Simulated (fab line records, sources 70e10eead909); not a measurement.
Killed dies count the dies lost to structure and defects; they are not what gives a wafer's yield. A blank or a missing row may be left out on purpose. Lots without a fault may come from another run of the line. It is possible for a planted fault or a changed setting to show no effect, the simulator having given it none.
Chamber matching :: flow nandHarc :: NHARC_THIN_TSV_CMP_01 on cmp-04: 4 sister chambers
The step polishes. 4 wafers are shown with their chamber, then 7 later ones without.

## WAFERS, EACH WITH ITS CHAMBER
wafer: L570.1
chamber: 0
motorCurrentA (A): 9.5

wafer: L576.2
chamber: 3
motorCurrentA (A): 12.4

wafer: L582.2
chamber: 2
motorCurrentA (A): 9.8

wafer: L582.4
chamber: 1
motorCurrentA (A): 13.2

## WAFERS WITHOUT THEIR CHAMBER
wafer: L582.5
motorCurrentA (A): 10.0

wafer: L583.1
motorCurrentA (A): 12.8

wafer: L583.2
motorCurrentA (A): 10.1

wafer: L583.5
motorCurrentA (A): 10.0

wafer: L581.1
motorCurrentA (A): 9.8

wafer: L581.3
motorCurrentA (A): 13.0

wafer: L581.6
motorCurrentA (A): 13.0

## THE CHAMBER EACH PASSED THROUGH
wafer: L582.5
from the rows above: can't be placed: 2 or 0
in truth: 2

wafer: L583.1
from the rows above: can't be placed: 1 or 3
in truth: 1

wafer: L583.2
from the rows above: can't be placed: 2 or 0
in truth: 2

wafer: L583.5
from the rows above: can't be placed: 2 or 0
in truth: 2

wafer: L581.1
from the rows above: can't be placed: 2 or 0
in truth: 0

wafer: L581.3
from the rows above: can't be placed: 1 or 3
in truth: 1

wafer: L581.6
from the rows above: can't be placed: 1 or 3
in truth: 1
0 of 7 placed correctly. These rows do not allow placing 7 (true chamber among the candidates in 7). Number placed wrongly: 0.
How it was worked out, from the rows above alone: a wafer's distance from a chamber is the root of the sum, over the readings, of the square of ((its reading less the chamber's mean) divided by the reading's scatter). If the next closest chamber is less than 2 further off than the closest, the wafer can't be placed; otherwise it belongs to the closest. The mean given for a chamber averages the wafers shown for that chamber. The scatter (one wafer shown for each chamber): square how far every hidden wafer sits from the nearest shown wafer, average those squares and take the square root.
